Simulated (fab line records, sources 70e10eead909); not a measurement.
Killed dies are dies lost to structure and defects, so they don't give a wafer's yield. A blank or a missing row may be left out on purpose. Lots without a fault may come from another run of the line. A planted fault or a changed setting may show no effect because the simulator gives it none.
Chamber matching | flow nand_harc | NHARC_P_GATE_DESCUM_48 on rie_diel-13: 4 sister chambers
The step chemistry O2, time 3 s. 20 wafers are shown with their chamber, then 10 later ones without.

WAFERS WITH THEIR CHAMBER
wafer  | chamber | showerhead_plenum_p_Torr (Torr) | drypump_motor_current_A (A) | oes_product_au (a.u.)
L074.1 | 3       | 1.95                            | 5.8                         | 0.999
L074.5 | 3       | 1.95                            | 5.8                         | 0.983
L074.6 | 0       | 1.78                            | 5.7                         | 0.982
L076.1 | 0       | 1.78                            | 5.7                         | 0.983
L076.3 | 1       | 2.02                            | 5.6                         | 0.994
L076.5 | 1       | 2.02                            | 5.6                         | 1.009
L081.3 | 1       | 2.01                            | 5.5                         | 0.999
L081.4 | 0       | 1.78                            | 5.7                         | 0.989
L081.6 | 0       | 1.78                            | 5.7                         | 0.990
L083.1 | 3       | 1.95                            | 5.8                         | 1.007
L083.2 | 1       | 2.01                            | 5.5                         | 1.004
L083.5 | 3       | 1.95                            | 5.8                         | 1.007
L087.1 | 3       | 1.94                            | 5.9                         | 0.997
L087.2 | 2       | 1.90                            | 5.8                         | 1.001
L087.3 | 1       | 2.01                            | 5.5                         | 1.009
L090.1 | 1       | 2.01                            | 5.6                         | 1.017
L090.3 | 1       | 2.01                            | 5.5                         | 1.013
L090.5 | 1       | 2.01                            | 5.6                         | 1.018
L092.1 | 2       | 1.90                            | 5.8                         | 0.999
L092.3 | 1       | 2.01                            | 5.5                         | 1.021

SIGNATURES (means of the wafers above)
reading                  | chamber 0 | chamber 1 | chamber 2 | chamber 3 | scatter within a chamber
showerhead_plenum_p_Torr | 1.7800    | 2.0122    | 1.9000    | 1.9480    | 0.00384
drypump_motor_current_A  | 5.700     | 5.544     | 5.800     | 5.820     | 0.0435
oes_product_au           | 0.98600   | 1.00933   | 1.00000   | 0.99860   | 0.00827
Rule: a wafer's distance from a chamber is the root of the sum, over the readings, of the square of ((its reading less the chamber's mean) divided by the reading's scatter). The wafer belongs to the nearest chamber; if the next one is less than 2 further off, it can't be placed. The scatter: the root of (the sum of the squares of (reading less its chamber's mean) over the shown wafers, divided by (wafers less chambers)).

WAFERS WITHOUT THEIR CHAMBER
wafer  | showerhead_plenum_p_Torr (Torr) | drypump_motor_current_A (A) | oes_product_au (a.u.)
L092.4 | 2.01                            | 5.5                         | 1.024
L091.4 | 1.90                            | 5.9                         | 0.995
L091.5 | 1.94                            | 5.8                         | 1.000
L091.6 | 2.01                            | 5.5                         | 1.005
L094.1 | 1.90                            | 5.9                         | 1.003
L094.3 | 1.78                            | 5.7                         | 0.998
L094.6 | 2.01                            | 5.5                         | 1.030
L097.1 | 1.90                            | 5.8                         | 0.994
L097.3 | 2.01                            | 5.5                         | 1.006
L097.4 | 1.78                            | 5.7                         | 0.994

WHICH CHAMBER EACH WENT THROUGH
wafer  | from the rows above | in truth
L092.4 | 1                   | 1
L091.4 | 2                   | 2
L091.5 | 3                   | 3
L091.6 | 1                   | 1
L094.1 | 2                   | 2
L094.3 | 0                   | 0
L094.6 | 1                   | 1
L097.1 | 2                   | 2
L097.3 | 1                   | 1
L097.4 | 0                   | 0
Placed correctly: 10 of 10. Can't be placed from these rows: 0. Placed wrongly: 0.
